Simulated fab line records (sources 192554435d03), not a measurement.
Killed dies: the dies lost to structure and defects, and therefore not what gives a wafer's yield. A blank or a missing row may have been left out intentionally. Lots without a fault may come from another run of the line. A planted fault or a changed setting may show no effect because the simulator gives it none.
fab line records	flow n5_finfet
record lots=7	wafers=20	last_day=17
route steps=1938 shown TV_OPEN@1889 PAD_METAL@1893 PASSIVATION@1897
lots that met no fault: from a run of the same line without faults
start_h: the number of hours between the record's first day and the start of the first shown wafer of the lot	wait_h: hours since the lot's step before	" the same as in the row above	L1.1+2: a row that stands for several wafers	- no value, or no start was given	* or withheld: withheld	< > ~ a bound
route shown NAME@n: names a module that has steps shown in the file, with the first one's number in the route	usual: average and standard deviation across the fault-free wafers	same: alike in all rows	chamber/n: place in a boat	sites: readings site by site	_std_site: standard deviation of those values	_edge_site: inner sites' mean taken away from outer sites' mean	radius_mm: for every site, how far away it sits from the centre of the wafer	mask NAME#n: copy n	behind: the tool/chamber that last shaped the wafer	hold: what put the lot on hold/how long, in hours/how the hold closed	device: whichever transistor did not switch (one of n, p or np)	end of line: tests run on the same wafers once the route is complete	step lacking rows: just its recipe	killed: not the wafer's yield, but the dies lost to structure and defects at the first sort	map: dies across one wafer; x = killed, . = not, _ = none there
set.NAME: the setting as run; set.NAME@STEP: as run at that earlier step	model.NAME: the simulator's own value behind a step, which no gauge read
certain route steps with their lots: each step a table, each wafer a row
services: the hour from which a tool's chamber was out of use, counted from the record's first day as start_h (under 0 if before that day), plus the number of hours and why
## steps
# step N5_PASSIVATION_STRIP_14
# recipe chemistry=O2	power_w=600	temp_c=60	pressure_mtorr=30	rf_frequency_hz=6e+07	bias_power_w=0	overash_fraction=0.5	o2_flow_sccm=225
# step N5_PASSIVATION_ETCH_15
# recipe chemistry=CF4/N2	target=SiCN	target_depth_a=750	taper_deg=2	time_s=81.2	ion_energy_ev=150	mask_material=SiNx	pressure_mtorr=40	source_w=430	bias_w=70	Ar_flow_sccm=100	cf4_flow_sccm=60	n2_flow_sccm=60
# usual drypump_motor_current_A=5.9/0.38	oes_product_au=0.81/0.1	rf_vpp_V=382.4/2.4	showerhead_plenum_p_Torr=2.21/0.093	throttle_valve_pct=15.4/0.32
lot.wafer	tool	chamber	start_h	wait_h	drypump_motor_current_A	oes_product_au	rf_hours_counter_h	rf_vpp_V	showerhead_plenum_p_Torr	throttle_valve_pct
L800.1	rie_diel-05	1	-	-	6.1	0.73	198	380.5	2.19	15.4
L800.2	"	3	"	"	6.2	0.67	245	383.3	2.27	15.8
L800.4	"	0	"	"	6.4	0.89	25	385.1	2.34	15.6
L803.1	rie_diel-06	0	-	-	5.6	0.71	197	380.8	2.20	15.7
L803.3	"	3	"	"	6.2	0.70	199	382.0	2.18	15.9
L803.5	"	3	"	"	6.2	0.70	-	381.2	2.18	15.9
L809.3	rie_diel-05	0	-	-	6.4	0.87	46	385.2	2.33	15.6
L809.5	"	3	"	"	6.1	1.00	-	385.0	2.27	15.3
L809.6	"	2	"	"	6.2	0.92	-	386.1	2.34	14.9
L811.3	rie_diel-05	2	-	-	6.2	0.92	30	385.7	2.34	15.0
L811.5	"	0	"	"	6.4	0.84	-	385.4	2.33	15.6
L811.6	"	1	"	"	6.0	0.71	-	382.9	2.18	15.4
L812.3	rie_diel-06	1	-	-	5.2	0.88	29	380.3	2.16	15.0
L812.5	"	0	"	"	5.7	0.70	-	380.7	2.19	15.7
L818.1	rie_diel-05	1	-	-	6.0	0.70	237	379.4	2.18	15.5
L818.2	"	2	"	"	6.2	0.89	41	385.1	2.34	15.0
L818.6	"	1	"	"	6.1	0.70	-	381.2	2.18	15.5
L819.1	rie_diel-05	1	-	-	6.0	0.70	238	381.2	2.18	15.5
L819.2	"	2	"	"	6.2	0.89	42	384.8	2.34	15.0
L819.4	"	3	"	"	6.2	0.95	24	383.5	2.26	15.3
# step N5_PASSIVATION_STRIP_73
# recipe chemistry=post_etch_residue_remover	time_s=60	temp_c=25	remover_ph=withheld	remover_water_wt_pct=withheld	remover_fluoride_wt_pct=withheld
# step N5_PASSIVATION_SRD_17
# recipe time_s=30	temp_c=23	rinse_liquid=diw	dry=n2_spin	spin_rpm=1500	dry_time_s=30
# step N5_PASSIVATION_DEGAS_18
# recipe ambient=vacuum	temp_c=300	time_s=60
# usual heater_power_w=456/46
lot.wafer	tool	chamber	start_h	wait_h	heater_power_w
L800.1	pvd_sputter-03	-	282.98	0.3	427
L800.2	"	-	"	"	430
L800.4	"	-	"	"	592
L803.1	pvd_sputter-01	-	304.31	1.4	479
L803.3	"	-	"	"	482
L803.5	"	-	"	"	456
L809.3	pvd_sputter-01	-	346.37	0.6	474
L809.5	"	-	"	"	462
L809.6	"	-	"	"	467
L811.3	pvd_sputter-02	-	370.05	0.5	512
L811.5	"	-	"	"	403
L811.6	"	-	"	"	449
L812.3	pvd_sputter-03	-	378.02	0.4	587
L812.5	"	-	"	"	451
L818.1	pvd_sputter-02	-	403.23	1.0	397
L818.2	"	-	"	"	456
L818.6	"	-	"	"	448
L819.1	pvd_sputter-02	-	407.75	0.4	455
L819.2	"	-	"	"	505
L819.4	"	-	"	"	409
# step N5_PASSIVATION_PRE_CLEAN_19
# recipe gas=H2/He	time_s=*	temp_c=*
# usual heater_power_w=456/46
lot.wafer	tool	chamber	start_h	wait_h	heater_power_w
L800.1	pvd_sputter-03	-	283.02	0.0	431
L800.2	"	-	"	"	435
L800.4	"	-	"	"	581
L803.1	pvd_sputter-01	-	304.35	0.0	478
L803.3	"	-	"	"	461
L803.5	"	-	"	"	481
L809.3	pvd_sputter-01	-	346.41	0.0	480
L809.5	"	-	"	"	474
L809.6	"	-	"	"	446
L811.3	pvd_sputter-02	-	370.09	0.0	507
L811.5	"	-	"	"	410
L811.6	"	-	"	"	452
L812.3	pvd_sputter-03	-	378.06	0.0	579
L812.5	"	-	"	"	436
L818.1	pvd_sputter-02	-	403.27	0.0	407
L818.2	"	-	"	"	447
L818.6	"	-	"	"	445
L819.1	pvd_sputter-02	-	407.79	0.0	448
L819.2	"	-	"	"	510
L819.4	"	-	"	"	404
# step N5_PASSIVATION_SPUTTER_20
# recipe material=TaN	target_thk_a=500	temp_c=25	chamber_pressure_pa=0.4
# usual substrate_temp_c=25.00/0.1	throttle_valve_pct=29.8/1
lot.wafer	tool	chamber	start_h	wait_h	substrate_temp_c	throttle_valve_pct
L800.1	pvd_sputter-03	-	283.06	0.0	24.87	28.2
L800.2	"	-	"	"	25.09	31.5
L800.4	"	-	"	"	24.95	29.8
L803.1	pvd_sputter-01	-	304.39	0.0	25.04	28.8
L803.3	"	-	"	"	24.97	30.6
L803.5	"	-	"	"	25.06	30.9
L809.3	pvd_sputter-01	-	346.45	0.0	25.13	28.8
L809.5	"	-	"	"	25.14	31.3
L809.6	"	-	"	"	25.04	29.0
L811.3	pvd_sputter-02	-	370.13	0.0	24.91	29.4
L811.5	"	-	"	"	25.01	29.0
L811.6	"	-	"	"	24.89	30.8
L812.3	pvd_sputter-03	-	378.10	0.0	25.10	29.4
L812.5	"	-	"	"	25.01	31.5
L818.1	pvd_sputter-02	-	403.31	0.0	25.19	29.1
L818.2	"	-	"	"	24.84	30.4
L818.6	"	-	"	"	24.85	30.3
L819.1	pvd_sputter-02	-	407.83	0.0	24.78	30.4
L819.2	"	-	"	"	24.95	29.5
L819.4	"	-	"	"	25.14	29.2
# step N5_PASSIVATION_AL_DEP_21
# recipe material=Al	target_thk_a=28000	temp_c=400	time_s=170	power_w=30000	chamber_pressure_pa=0.4	gas=Ar
# usual substrate_temp_c=400.04/0.22	throttle_valve_pct=29.8/1
lot.wafer	tool	chamber	start_h	wait_h	substrate_temp_c	throttle_valve_pct
L800.1	pvd_sputter-03	-	283.16	0.1	400.10	28.3
L800.2	"	-	"	"	399.79	31.4
L800.4	"	-	"	"	400.14	29.3
L803.1	pvd_sputter-01	-	304.49	0.1	399.74	28.9
L803.3	"	-	"	"	400.19	30.8
L803.5	"	-	"	"	400.09	30.7
L809.3	pvd_sputter-01	-	346.55	0.1	399.54	29.0
L809.5	"	-	"	"	400.14	30.8
L809.6	"	-	"	"	400.26	28.5
L811.3	pvd_sputter-02	-	370.23	0.1	399.95	29.3
L811.5	"	-	"	"	400.10	29.2
L811.6	"	-	"	"	399.91	30.4
L812.3	pvd_sputter-03	-	378.20	0.1	400.15	29.3
L812.5	"	-	"	"	400.11	31.7
L818.1	pvd_sputter-02	-	403.41	0.1	400.23	29.3
L818.2	"	-	"	"	399.96	30.5
L818.6	"	-	"	"	399.74	30.6
L819.1	pvd_sputter-02	-	407.93	0.1	399.72	30.6
L819.2	"	-	"	"	399.90	29.5
L819.4	"	-	"	"	399.95	29.0
# step N5_PASSIVATION_HMDS_23
# recipe time_s=60	temp_c=120
# step N5_PASSIVATION_COAT_24
# recipe spin_rpm=3000	resist_thk_nm=withheld
# step N5_PASSIVATION_EBR_26
# recipe solvent=PGMEA	ebr_width_mm=1.5
# step N5_PASSIVATION_SOFTBAKE_25
# recipe temp_c=100	time_s=90
# step N5_PASSIVATION_EXPOSE_27
# recipe mask_id=PAD	na=0.55	source_shape=conventional	sigma_outer=0.8	polarization=unpolarized	defocus_nm=0	dose_mj=32.3
lot.wafer	tool	chamber	start_h	wait_h	mask	model.PASSIVATION.overlay_x_nm
L800.1+2+4	krf_scanner-02	0	283.58	-	PAD#0	1.6
L803.1+3+5	krf_scanner-01	0	304.91	-	PAD#0	-1.2
L809.3+5+6	krf_scanner-02	0	346.85	-	PAD#0	244
L811.3+5+6	krf_scanner-02	0	370.53	-	PAD#0	242.8
L812.3+5	krf_scanner-02	0	378.51	-	PAD#0	240.2
L818.1+2+6	krf_scanner-01	0	403.71	-	PAD#0	-3.4
L819.1+2+4	krf_scanner-01	0	408.23	-	PAD#0	-2.4
# step N5_PASSIVATION_PEB_28
# recipe peb_temp_c=withheld	peb_time_s=*
# step N5_PASSIVATION_DEVELOP_29
# recipe develop_time_s=60	rinse_liquid=diw	dry=air_spin	dev_temp_c=21
# step N5_PASSIVATION_HARDBAKE_31
# recipe temp_c=130	time_s=120
# step N5_PASSIVATION_CD_MEAS_30
# recipe target_cd_nm=4000	landing_energy_ev=500	detector=se_inlens	polarity=opening
# usual cd_nm=3999.4/1.7
lot.wafer	tool	chamber	start_h	wait_h	cd_nm
L800.1	cd_sem-03	0	283.76	-	3999.1
L800.2	"	0	"	"	3999.1
L800.4	"	0	"	"	4000.6
L803.1	cd_sem-03	0	305.08	-	4000.2
L803.3	"	0	"	"	3997.9
L803.5	"	0	"	"	3998.1
L809.3	cd_sem-02	0	347.02	-	4000.2
L809.5	"	0	"	"	3998.6
L809.6	"	0	"	"	3999.1
L811.3	cd_sem-03	0	370.70	-	4000.0
L811.5	"	0	"	"	4000.0
L811.6	"	0	"	"	3996.4
L812.3	cd_sem-01	0	378.68	-	3996.4
L812.5	"	0	"	"	4001.3
L818.1	cd_sem-01	0	403.88	-	3999.5
L818.2	"	0	"	"	4001.3
L818.6	"	0	"	"	4003.7
L819.1	cd_sem-02	0	408.40	-	3999.2
L819.2	"	0	"	"	3996.8
L819.4	"	0	"	"	3997.9
# step N5_PASSIVATION_OVL_MEAS_63
# recipe points_per_wafer=44
# usual PAD_OVL=-1/6.5
# same points_per_wafer=44
lot.wafer	tool	chamber	start_h	wait_h	PAD_OVL[nm]
L800.1	overlay-01	0	283.79	0.0	2
L800.2	"	0	"	"	2
L800.4	"	0	"	"	-10
L803.1	overlay-02	0	305.11	0.0	-13
L803.3	"	0	"	"	-1
L803.5	"	0	"	"	-5
L809.3	overlay-02	0	347.05	0.0	245
L809.5	"	0	"	"	236
L809.6	"	0	"	"	247
L811.3	overlay-01	0	370.73	0.0	235
L811.5	"	0	"	"	236
L811.6	"	0	"	"	239
L812.3	overlay-02	0	378.71	0.0	233
L812.5	"	0	"	"	238
L818.1	overlay-01	0	403.91	0.0	-2
L818.2	"	0	"	"	-8
L818.6	"	0	"	"	-9
L819.1	overlay-01	0	408.43	0.0	-1
L819.2	"	0	"	"	-6
L819.4	"	0	"	"	-4
# step N5_PASSIVATION_INSPECT_64
# recipe mode=adi	inspect_instrument=macro
# usual raw_defect_count=2.2/1.4
lot.wafer	tool	chamber	start_h	wait_h	raw_defect_count
L800.1	defect_inspect-01	-	283.81	0.0	2
L800.2	"	-	"	"	4
L800.4	"	-	"	"	2
L803.1	defect_inspect-02	-	305.14	0.0	3
L803.3	"	-	"	"	2
L803.5	"	-	"	"	6
L809.3	defect_inspect-02	-	347.07	0.0	3
L809.5	"	-	"	"	2
L809.6	"	-	"	"	1
L811.3	defect_inspect-01	-	370.75	0.0	3
L811.5	"	-	"	"	1
L811.6	"	-	"	"	0
L812.3	defect_inspect-02	-	378.73	0.0	1
L812.5	"	-	"	"	1
L818.1	defect_inspect-02	-	403.94	0.0	1
L818.2	"	-	"	"	1
L818.6	"	-	"	"	4
L819.1	defect_inspect-02	-	408.46	0.0	4
L819.2	"	-	"	"	6
L819.4	"	-	"	"	0
# step N5_PASSIVATION_PROBE_49
# usual defect_limited_yield=91.4/1.5	killed_at_M0_to_M3=32/9.8	killed_at_M4_up=15/5.6	killed_at_contacts=12/5.4	killed_at_front_end=40/13	killed_at_other=3.0/2.1	killed_dies=102/17	killed_open=67/13	killed_short=32/7.1	sort_bin_5_function=5.1/0.96	sort_bin_6_memory=3.2/0.7	sort_bin_8_speed=0.0/0.3	sort_n_pass=1078/18	sort_yield_pct=91.3/1.5
# same gross_dies=1180	killed_at_back_side=0	sort_bin_4_leakage[%]=0
lot.wafer	tool	chamber	start_h	wait_h	defect_limited_yield[%]	killed_at_M0_to_M3	killed_at_M4_up	killed_at_contacts	killed_at_front_end	killed_at_other	killed_dies	killed_open	killed_short	sort_bin_5_function[%]	sort_bin_6_memory[%]	sort_bin_8_speed[%]	sort_n_pass	sort_yield_pct[%]
L803.1	prober-02	-	310.33	0.0	89.3	63	12	11	40	0	126	86	40	5.8	4.5	0	1054	89.3
L803.3	prober-02	-	310.43	0.1	90.4	38	10	21	41	3	113	70	43	5.8	3.5	0	1067	90.4
L803.5	prober-02	-	310.53	0.2	89.9	34	22	17	44	2	119	82	37	6.4	3.2	0	1061	89.9
L811.3	prober-01	-	375.81	0.1	91.4	37	18	7	37	2	101	63	33	4.2	4.1	0	1079	91.4
L819.1	prober-01	-	413.58	0.0	91.3	33	12	16	39	3	103	66	33	5.0	2.7	0	1077	91.3
L819.2	prober-01	-	413.63	0.1	94.6	21	7	6	27	3	64	33	31	2.8	2.3	0	1116	94.6
L819.4	prober-01	-	413.73	0.2	91.3	27	8	19	46	3	103	64	36	5.3	3.2	0	1077	91.3
# killed by level:class
L803.1 STI_FIN_REVEAL:geometric_particle:open=23 BEOL_M3:geometric_particle:open=17 BEOL_M0_SAQP:geometric_particle:open=12 BEOL_M0_SAQP:geometric_particle:short=12 MOL_CONTACT_COAG:geometric_particle:open=8 FIN_SAQP:geometric_particle:short=7 BEOL_M4:geometric_particle:open=6 BEOL_M1:geometric_particle:open=6
L803.3 MOL_CONTACT_COAG:geometric_particle:open=14 STI_FIN_REVEAL:geometric_particle:open=12 FIN_SAQP:geometric_particle:short=8 BEOL_M1:geometric_particle:open=8 BEOL_M3:geometric_particle:open=7 MOL_CONTACT_COAG:geometric_particle:short=7 BEOL_M0_SAQP:geometric_particle:short=6 STARTING-WAFER:geometric_particle:short=5
L803.5 MOL_CONTACT_COAG:geometric_particle:open=14 FIN_SAQP:geometric_particle:open=12 BEOL_M1:geometric_particle:open=12 BEOL_M4:geometric_particle:short=12 STI_FIN_REVEAL:geometric_particle:open=10 FIN_SAQP:geometric_particle:short=9 BEOL_M3:geometric_particle:open=9 BEOL_M4:geometric_particle:open=5
L811.3 FIN_SAQP:geometric_particle:open=11 BEOL_M0_SAQP:geometric_particle:open=11 BEOL_M3:geometric_particle:open=8 FIN_SAQP:geometric_particle:short=7 BEOL_M0_SAQP:geometric_particle:short=6 BEOL_M1:geometric_particle:open=6 GATE_CUT:geometric_particle:short=5 MOL_CONTACT_COAG:geometric_particle:open=5
L819.1 BEOL_M0_SAQP:geometric_particle:open=15 MOL_CONTACT_COAG:geometric_particle:open=13 BEOL_M0_SAQP:geometric_particle:short=12 BEOL_M4:geometric_particle:open=10 FIN_SAQP:geometric_particle:open=7 FIN_SAQP:geometric_particle:short=5 DUMMY_GATE:geometric_particle:open=5 STI_FIN_REVEAL:geometric_particle:open=4
L819.2 BEOL_M0_SAQP:geometric_particle:short=13 FIN_SAQP:geometric_particle:open=4 DUMMY_GATE:geometric_particle:open=4 DUMMY_GATE:geometric_particle:short=3 MOL_CONTACT_COAG:geometric_particle:short=3 MOL_CONTACT_COAG:geometric_particle:open=3 BEOL_M0_SAQP:geometric_particle:open=3 FIN_SAQP:geometric_particle:short=2
L819.4 MOL_CONTACT_COAG:geometric_particle:open=16 BEOL_M0_SAQP:geometric_particle:open=14 BEOL_M0_SAQP:geometric_particle:short=11 DUMMY_GATE:geometric_particle:open=9 STI_FIN_REVEAL:geometric_particle:open=8 FIN_SAQP:geometric_particle:open=6 BEOL_M4:geometric_particle:short=3 DUMMY_GATE:geometric_particle:short=3
## services
tool	chamber	start_h	hours	kind
rie_diel-06	1	259.30	-	clean
rie_diel-06	1	259.30	-	consumable_replace:focus_ring
rie_diel-06	1	259.30	16.3	scheduled_down
rie_diel-06	1	259.30	16.3	vent_cycle
krf_scanner-02	0	272.81	-	calibration
krf_scanner-01	-	282.70	4.0	pm
rie_diel-05	3	298.74	-	clean
rie_diel-05	3	298.74	-	consumable_replace:focus_ring
rie_diel-05	3	298.74	22.1	scheduled_down
rie_diel-05	3	298.74	22.1	vent_cycle
krf_scanner-02	-	314.89	0.8	pm
krf_scanner-01	0	315.40	-	calibration
krf_scanner-01	-	319.42	0.8	pm
pvd_sputter-02	-	322.06	8.6	repair
krf_scanner-01	-	346.28	1.3	pm
krf_scanner-02	-	348.62	1.3	pm
pvd_sputter-02	-	354.74	5.9	repair
pvd_sputter-03	-	364.90	3.4	repair
rie_diel-05	-	370.65	0.8	repair
rie_diel-06	2	372.79	4.4	repair
krf_scanner-01	-	378.90	1.0	pm
krf_scanner-02	-	387.50	3.6	repair
krf_scanner-02	-	394.04	1.0	repair
rie_diel-05	0	404.30	1.6	repair
## key
first_sign step=N5_PASSIVATION_OVL_MEAS_63	reading=PAD_OVL	direction=up	sigmas=37	usual=-1	struck=239
effect none on later readings
model_effect step=N5_PASSIVATION_EXPOSE_27	value=PASSIVATION.overlay_x_nm	without=-1	struck=242.6
met_at N5_PASSIVATION_EXPOSE_27
struck_wafers L809.3,L809.5,L809.6,L811.3,L811.5,L811.6,L812.3,L812.5
onset_between 283.58 346.85
fault kind=scanner_matching_overlay	tool=krf_scanner-02	chamber=-	onset_h=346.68	steps=N5_PASSIVATION_EXPOSE_27	offset=243.53
